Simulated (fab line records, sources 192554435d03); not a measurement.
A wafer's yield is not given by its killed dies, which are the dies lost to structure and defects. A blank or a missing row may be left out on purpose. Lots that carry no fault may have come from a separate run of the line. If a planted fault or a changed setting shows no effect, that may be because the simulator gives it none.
Chamber matching | flow n5Finfet | N5_MOL_CONTACT_COAG_ETCH_48 on rieDiel-04 has 4 sister chambers
The step etches SiOC in C4F6/O2, target depth 15 nm, overetch 4.5 nm, time 17 s. 4 wafers are shown with their chamber, then 9 later ones without.

EACH WAFER AND ITS CHAMBER
wafer  | chamber | throttleValvePct (%)
L081.1 | 0       | 41.5
L081.6 | 1       | 40.3
L082.5 | 3       | 40.1
L082.6 | 2       | 40.0

WAFERS WITH NO CHAMBER GIVEN
wafer  | throttleValvePct (%)
L083.2 | 41.4
L083.3 | 40.3
L083.4 | 40.1
L085.1 | 40.1
L085.3 | 40.3
L085.4 | 41.5
L088.1 | 41.5
L088.2 | 40.1
L088.5 | 40.0

CHAMBER TAKEN BY EACH
wafer  | from the rows above | in truth
L083.2 | 0                   | 0
L083.3 | 1                   | 1
L083.4 | 3                   | 3
L085.1 | 3                   | 3
L085.3 | 1                   | 1
L085.4 | 0                   | 0
L088.1 | 0                   | 0
L088.2 | 3                   | 3
L088.5 | 2                   | 2
Placed correctly: 9 of 9. From these rows, 0 cannot be placed. Number placed wrongly: 0.
How it was worked out, from the rows above alone: a wafer's distance from a chamber is the root of the sum, over the readings, of the square of ((its reading less the chamber's mean) divided by the reading's scatter). If the next closest chamber is less than 2 further off than the closest, the wafer can't be placed; otherwise it belongs to the closest. The mean given for a chamber averages the wafers shown for that chamber. The scatter: root of mean squared gap, hidden wafer to nearest shown wafer, with one shown wafer a chamber.
